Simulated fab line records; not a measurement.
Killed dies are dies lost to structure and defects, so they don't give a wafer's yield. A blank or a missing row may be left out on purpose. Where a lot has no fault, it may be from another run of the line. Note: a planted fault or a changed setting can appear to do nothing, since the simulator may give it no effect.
One fault seen from 3 desks | flow n5 finfet | numbers are kept per desk, each desk with only its own; the story behind them comes last

TOOL OWNER'S DESK, rie diel-03
The tool's own readings at N5_SDB_ETCH_25 (etches SiO2 in C4F6/O2, target depth 10 nm, time 3.3 s): means of the sampled wafers that have a number, for each lot that ran on this tool. If a lot's mean is further than 4 standard deviations from the usual mean, the lot is out of limits and carries the mark OUT (the distance appears in the brackets).
Columns: A = chamber pressure mTorr at N5_SDB_ETCH_25, usual 30.001 mTorr; B = drypump motor current A at N5_SDB_ETCH_25, usual 5.9 A; C = oes product au at N5_SDB_ETCH_25, usual 0.85 a.u.; D = rf vpp V at N5_SDB_ETCH_25, usual 670 V; E = showerhead plenum p Torr at N5_SDB_ETCH_25, usual 2.89 Torr; F = throttle valve pct at N5_SDB_ETCH_25, usual 21.29 %
lot  | first seen here | A      | B   | C    | D   | E    | F
L882 | day 4 14:04     | 30.009 | 5.7 | 0.77 | 679 | 2.82 | 21.33
L892 | day 6 23:18     | 30.029 | 5.5 | 0.87 | 679 | 2.90 | 21.26
L894 | day 7 08:22     | 30.025 | 5.5 | 0.86 | 680 | 2.90 | 21.27
This desk found nothing out of limits on any of the 3 lots.

THE DEFECT DESK
Counts from the inspections along the route, per lot, as means over the sampled wafers that have a number. If a lot's mean is further than 4 standard deviations from the usual mean, the lot is out of limits and carries the mark OUT (the distance appears in the brackets).
Columns: A = raw defect count at N5_SDB_INSPECT_13, usual 74
lot  | first seen here | A
L882 | day 4 13:31     | 74
L888 | day 6 03:47     | 55
L892 | day 6 22:29     | 63
L894 | day 7 07:49     | 50
L902 | day 9 07:35     | 72
L903 | day 9 12:47     | 57
This desk found nothing out of limits on any of the 6 lots.

AT THE METROLOGY DESK
Lot by lot, what the gauges showed, no matter which tool ran the lot: averages of those sampled wafers that carry a number. If a lot's mean is further than 4 standard deviations from the usual mean, the lot is out of limits and carries the mark OUT (the distance appears in the brackets). 7 of its 12 readings are shown, namely those furthest out on some lot.
Columns: A = cd nm at N5_SDB_CD_MEAS_11, usual 49.9 nm; B = SDB_OVL at N5_SDB_OVL_MEAS_12, usual 0.7 nm; C = DIBL_N at N5_BEOL_M4_RC_MEAS_101, usual 37.2 mV/V; D = DIBL_P at N5_BEOL_M4_RC_MEAS_101, usual 37.5 mV/V; E = IOFF_P at N5_BEOL_M4_RC_MEAS_101, usual 0.24 nA/um; F = SS_N at N5_BEOL_M4_RC_MEAS_101, usual 71.7 mV/dec; G = VT_P at N5_BEOL_M4_RC_MEAS_101, usual -248 mV
lot  | first seen here | A    | B    | C    | D    | E    | F    | G
L882 | day 4 13:27     | 49.2 | 1.0  | 38.7 | 41.3 | 0.31 | 72.4 | -243
L888 | day 6 03:44     | 50.2 | 0.9  | 36.1 | 36.0 | 0.22 | 71.5 | -249
L892 | day 6 22:26     | 48.8 | 0.1  | 38.1 | 39.0 | 0.26 | 72.3 | -248
L894 | day 7 07:46     | 49.3 | 0.5  | 37.1 | 36.5 | 0.23 | 72.2 | -250
L902 | day 9 07:32     | 51.1 | -0.3 | 35.3 | 35.3 | 0.21 | 71.4 | -249
L903 | day 9 12:44     | 50.1 | 1.4  | 35.5 | 35.2 | 0.20 | 71.8 | -251
This desk found nothing out of limits on any of the 6 lots.

PUT TOGETHER
The tool owner's desk saw nothing out of limits.
Nothing out of limits was seen by the defect desk.
At the metrology desk, nothing out of limits was observed.

WHAT THE SIMULATOR PUT IN
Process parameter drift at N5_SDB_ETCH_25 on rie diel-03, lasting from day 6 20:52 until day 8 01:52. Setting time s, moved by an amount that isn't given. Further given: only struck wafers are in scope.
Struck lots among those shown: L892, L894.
